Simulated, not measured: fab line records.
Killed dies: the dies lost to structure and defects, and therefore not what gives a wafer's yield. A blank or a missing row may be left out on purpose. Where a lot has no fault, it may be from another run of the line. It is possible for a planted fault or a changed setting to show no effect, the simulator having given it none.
Problem report, 8D (eight disciplines) form, completed by code || flow nand harc || the parts of the form that need people (team, actions taken, sign-off) are left out

1. THE PROBLEM
thk nm at NHARC_A_ONON_D1_THK_MEAS_02 reads a mean of 1159 nm on 6 wafers of 2 lots; wafers without a fault read 1001 nm with a standard deviation of 6.9. That puts it +23 standard deviations away from the usual mean.
The step: measures by ellipsometry.
First observed at day 10 11:56: wafer L222.1, on film metro-01. Wafers with a number at this step in the record: 42, from 14 lots. By rule, "out" or "out of limits" means more than 4 standard deviations away from the usual mean. Any other wafer with a number is counted as sound.

2. WHAT IT IS, WHAT IT ISN'T
{"question": "which readings at this step", "is": "thk nm", "is not": "-"}
{"question": "which lots", "is": "L222, L223", "is not": "L215, L216, L218, L219, L221, L230, L232, L234, L235, L236, L237, L238"}
{"question": "which wafers of those lots", "is": "all that have a number", "is not": "-"}
{"question": "read on which gauges", "is": "film metro-01, film metro-02", "is not": "-"}
{"question": "when", "is": "from day 10 11:56", "is not": "up to then (15 sound wafers); but 21 sound wafers of L230, L232, L234, L235, L236, L237, L238 came after"}

3. THE SUSPECTS, EACH WITH WHAT RULES IT OUT
Counting: a tool stays on the suspect list if, at a process step up to the reading, it processed all lots that are out and no sound lot following the first of them.
- the gauge at NHARC_A_ONON_D1_THK_MEAS_02 is ruled out. The wafers that are out were read on 2 gauges (film metro-01, film metro-02).
- pecvd onon-02 at NHARC_A_ONON_D1_DEP_00 (target thk 1000 nm): ruled out as a lasting fault. Following L222 (day 10 11:25), the first lot on it that is out, the sound lots L230, L232, L234, L235, L237, L238 were run on it.
Left after counting: nothing in the record.

4. THE CAUSE (what the simulator had put in)
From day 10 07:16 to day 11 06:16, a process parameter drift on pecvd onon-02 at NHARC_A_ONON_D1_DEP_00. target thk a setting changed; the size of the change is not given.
The count ruled it out by mistake, since the rule takes a fault to strike every lot its tool runs from the start of the fault on, and this one did not do so.

5. SEQUENCE OF EFFECTS, ordered by route
Each row: a reading where the mean over the struck wafers with a number is more than 3 standard deviations away from the usual. Scope: only readings with a usual standard deviation given in the record; hours: median across lots of the time from each lot's start at the first step in this table that gives one to its start at this step; sigmas: change in usual standard deviations.
{"hours": 0, "step": "NHARC_A_ONON_D1_THK_MEAS_02", "reading": "thk nm", "usual": "1001 nm", "on struck wafers": 1159, "change": "+158", "sigmas": "+23"}
{"hours": 404, "step": "NHARC_END_SORT_01", "reading": "killed at array", "usual": 56, "on struck wafers": 672, "change": "+616", "sigmas": "+32"}
{"hours": 404, "step": "NHARC_END_SORT_01", "reading": "killed dies", "usual": 61, "on struck wafers": 677, "change": "+616", "sigmas": "+32"}

6. HOW IT WOULD HAVE BEEN CAUGHT EARLIER
5 hours passed between the start of the fault at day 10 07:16 and the first reading out of limits at a measuring or inspecting step in this record, taken at day 10 11:56.
No tool reading at NHARC_A_ONON_D1_DEP_00 that has a usual standard deviation in the record was out on any struck wafer, so an alarm limit of 4 standard deviations on those readings would not have fired.
